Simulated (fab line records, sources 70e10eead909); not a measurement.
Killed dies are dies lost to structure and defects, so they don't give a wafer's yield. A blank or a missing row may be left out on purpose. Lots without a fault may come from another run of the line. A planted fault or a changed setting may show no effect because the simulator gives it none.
Chamber matching | flow nand_harc | NHARC_A_STAIRCASE_DEP_325 on pecvd-01: 3 sister chambers
The step deposits SiO2, target thk 3800 nm. 6 wafers are shown with their chamber, then 8 later ones without.

WAFERS WITH THEIR CHAMBER
wafer  | chamber | heater_power_w (W) | rf_fwd_power_W (W)
L082.2 | 2       | 730                | 498.5
L082.5 | 1       | 646                | 499.2
L088.3 | 2       | 644                | 500.6
L088.5 | 1       | 629                | 498.9
L088.6 | 0       | 662                | 500.9
L090.1 | 0       | 659                | 497.5

WAFERS WITHOUT THEIR CHAMBER
wafer  | heater_power_w (W) | rf_fwd_power_W (W)
L090.3 | 749                | 499.2
L090.6 | 648                | 501.6
L092.2 | 802                | 497.9
L092.5 | 641                | 497.9
L092.6 | 636                | 498.9
L094.2 | 671                | 501.0
L094.3 | 756                | 500.3
L094.4 | 630                | 499.0

WHICH CHAMBER EACH WENT THROUGH
wafer  | from the rows above          | in truth
L090.3 | can't be placed: 2 or 0 or 1 | 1
L090.6 | can't be placed: 0 or 1 or 2 | 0
L092.2 | can't be placed: 2 or 0 or 1 | 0
L092.5 | can't be placed: 1 or 0 or 2 | 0
L092.6 | can't be placed: 1 or 0 or 2 | 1
L094.2 | can't be placed: 2 or 0 or 1 | 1
L094.3 | can't be placed: 2 or 0 or 1 | 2
L094.4 | can't be placed: 1 or 0 or 2 | 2
Placed correctly: 0 of 8. Can't be placed from these rows: 8 (the true chamber is among the candidates in 8). Placed wrongly: 0.
How it was worked out, from the rows above alone: a wafer's distance from a chamber is the root of the sum, over the readings, of the square of ((its reading less the chamber's mean) divided by the reading's scatter). The wafer belongs to the nearest chamber; if the next one is less than 2 further off, it can't be placed. A chamber's mean is the mean of its shown wafers. The scatter: the root of (the sum of the squares of (reading less its chamber's mean) over the shown wafers, divided by (wafers less chambers)).
